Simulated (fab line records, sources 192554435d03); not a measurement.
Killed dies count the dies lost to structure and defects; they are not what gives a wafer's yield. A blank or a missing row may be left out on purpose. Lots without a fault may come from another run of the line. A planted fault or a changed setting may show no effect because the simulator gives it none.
Matching of chambers + flow n5Finfet + 4 sister chambers for N5_BEOL_M8_CMP_52 on cmp-04
The step polishes, stops on SiCOH lowk, t overpolish 6.9 s, target thk 80 nm. 4 wafers are shown with their chamber, then 7 later ones without.

## EACH WAFER AND ITS CHAMBER
| wafer  | chamber | motorCurrentA (A) |
|--------|---------|-------------------|
| L082.2 | 3       | 6.8               |
| L085.3 | 2       | 5.8               |
| L091.1 | 1       | 6.5               |
| L091.3 | 0       | 6.0               |

## WAFERS WITH NO CHAMBER GIVEN
| wafer  | motorCurrentA (A) |
|--------|-------------------|
| L091.4 | 6.9               |
| L092.2 | 6.2               |
| L092.4 | 6.3               |
| L092.6 | 6.8               |
| L095.1 | 5.5               |
| L095.2 | 5.6               |
| L095.4 | 6.7               |

## THE CHAMBER EACH PASSED THROUGH
| wafer  | from the rows above               | in truth |
|--------|-----------------------------------|----------|
| L091.4 | can't be placed: 3 or 1           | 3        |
| L092.2 | can't be placed: 0 or 1 or 2      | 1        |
| L092.4 | can't be placed: 1 or 0 or 2 or 3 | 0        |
| L092.6 | can't be placed: 3 or 1           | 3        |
| L095.1 | can't be placed: 2 or 0           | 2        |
| L095.2 | can't be placed: 2 or 0           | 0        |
| L095.4 | can't be placed: 3 or 1           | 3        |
Placed correctly: 0 of 7. Unplaceable from these rows: 7, with the true chamber sitting among the candidates in 7. Placed wrongly: 0.
How it was worked out, from the rows above alone: a wafer's distance from a chamber is the root of the sum, over the readings, of the square of ((its reading less the chamber's mean) divided by the reading's scatter). If the next closest chamber is less than 2 further off than the closest, the wafer can't be placed; otherwise it belongs to the closest. Each chamber's mean is taken over the wafers shown for it. The scatter: with one shown wafer a chamber, the root of the mean of the squares of how far each hidden wafer lies from its nearest shown one.
